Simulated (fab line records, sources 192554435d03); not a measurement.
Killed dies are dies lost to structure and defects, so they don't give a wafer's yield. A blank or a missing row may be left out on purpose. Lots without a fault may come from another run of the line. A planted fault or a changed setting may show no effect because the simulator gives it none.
Split-lot experiment | flow n5_finfet | 7 lots, 21 wafers read, on a route of 1938 steps

THE SPLIT
At N5_BEOL_M10_COAT_22 (resist thk 90 nm), the setting spin_rpm was moved away from the recipe's 1500 rpm on 6 of the 21 wafers read, by -9.2% to +3.6%. The other wafers ran this setting at the recipe's value.

The reading is taken at the split's own step.

THE READING
CAR-ArF_of_BEOL_M10_COAT_22.thk_nm (the simulator's own value, which no gauge read), in nm, at N5_BEOL_M10_COAT_22 (resist thk 90 nm). The file gives no usual value for it. The 15 wafers here that ran the recipe average 89.8 nm, standard deviation 0.29 nm.

wafer  | tool, chamber at the split | spin_rpm as run, rpm | against the recipe | CAR-ArF_of_BEOL_M10_COAT_22.thk_nm, nm | against lot-mates on the recipe
L076.1 | litho_track-01, 0          | 1500                 | recipe             | 89.6                                   | -
L076.6 | litho_track-01, 0          | 1500                 | recipe             | 89.6                                   | -
L076.4 | litho_track-01, 0          | 1500                 | recipe             | 89.8                                   | -
L074.3 | litho_track-02, 0          | 1500                 | recipe             | 90.2                                   | -
L074.4 | litho_track-02, 0          | 1457                 | -2.9%              | 91.6                                   | +1.4
L074.5 | litho_track-02, 0          | 1457                 | -2.9%              | 91.4                                   | +1.2
L082.1 | litho_track-01, 0          | 1500                 | recipe             | 89.6                                   | -
L082.3 | litho_track-01, 0          | 1500                 | recipe             | 89.6                                   | -
L082.6 | litho_track-01, 0          | 1500                 | recipe             | 89.4                                   | -
L088.2 | litho_track-03, 0          | 1500                 | recipe             | 90.2                                   | -
L088.4 | litho_track-03, 0          | 1500                 | recipe             | 89.8                                   | -
L088.6 | litho_track-03, 0          | 1406                 | -6.3%              | 93                                     | +3.0
L089.1 | litho_track-03, 0          | 1500                 | recipe             | 90.2                                   | -
L089.2 | litho_track-03, 0          | 1500                 | recipe             | 90                                     | -
L089.6 | litho_track-03, 0          | 1500                 | recipe             | 90                                     | -
L091.2 | litho_track-01, 0          | 1500                 | recipe             | 89.6                                   | -
L091.4 | litho_track-01, 0          | 1500                 | recipe             | 89.2                                   | -
L091.6 | litho_track-01, 0          | 1362                 | -9.2%              | 94                                     | +4.6
L094.1 | litho_track-02, 0          | 1554                 | +3.6%              | 88.4                                   | -1.4
L094.2 | litho_track-02, 0          | 1554                 | +3.6%              | 88.2                                   | -1.6
L094.6 | litho_track-02, 0          | 1500                 | recipe             | 89.8                                   | -

THE FIT
A straight line over all 21 wafers: CAR-ArF_of_BEOL_M10_COAT_22.thk_nm changes by -0.473 nm for each +1% of spin_rpm; r = -0.98; the points scatter about the line by 0.3 nm.
The same after taking each lot's own level away (the mean of its wafers on the recipe; 21 wafers): -0.475 nm for each +1%; r = -0.99; scatter 0.15 nm.
On that fit, the largest move of spin_rpm shifts the reading by 4.4 nm.
The lots' own levels span 89.40 to 90.20 nm, that is 2.8 times the standard deviation above.
So the lot-to-lot level changes the slope little: the two slopes agree.
Check: with one of the wafers moved furthest among these (-9.2%) left out of the fit, the line predicts +4.19 nm for it against its lot-mates. It came out at +4.6 nm against them.

OTHER SPLITS ON THESE WAFERS
These wafers also went through other splits before the reading. Each is held against what the fit with the lots' levels taken away leaves over:
other split on the same wafers    | wafers away from the commonest value | r with CAR-ArF_of_BEOL_M10_COAT_22.thk_nm (lot level and that fit taken away)
N5_BEOL_M4_ETCH_64 bias_w         | 6                                    | +0.34
N5_BEOL_M4_COAT_22 spin_rpm       | 10                                   | +0.21
N5_BEOL_M5_HM_DEP_02 target_thk_a | 3                                    | -0.03
N5_BEOL_M5_COAT_05 spin_rpm       | 9                                    | +0.15
N5_BEOL_M6_ETCH_62 time_s         | 6                                    | +0.00
N5_BEOL_M6_COAT_71 spin_rpm       | 6                                    | -0.10
N5_BEOL_M6_DEP_56 time_s          | 7                                    | -0.30
N5_BEOL_M8_ETCH_61 bias_w         | 6                                    | -0.28

THE FILE'S OWN FIT
CAR-ArF_of_BEOL_M10_COAT_22.thk_nm changes by -0.484 nm for each +1% of spin_rpm, r = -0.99.
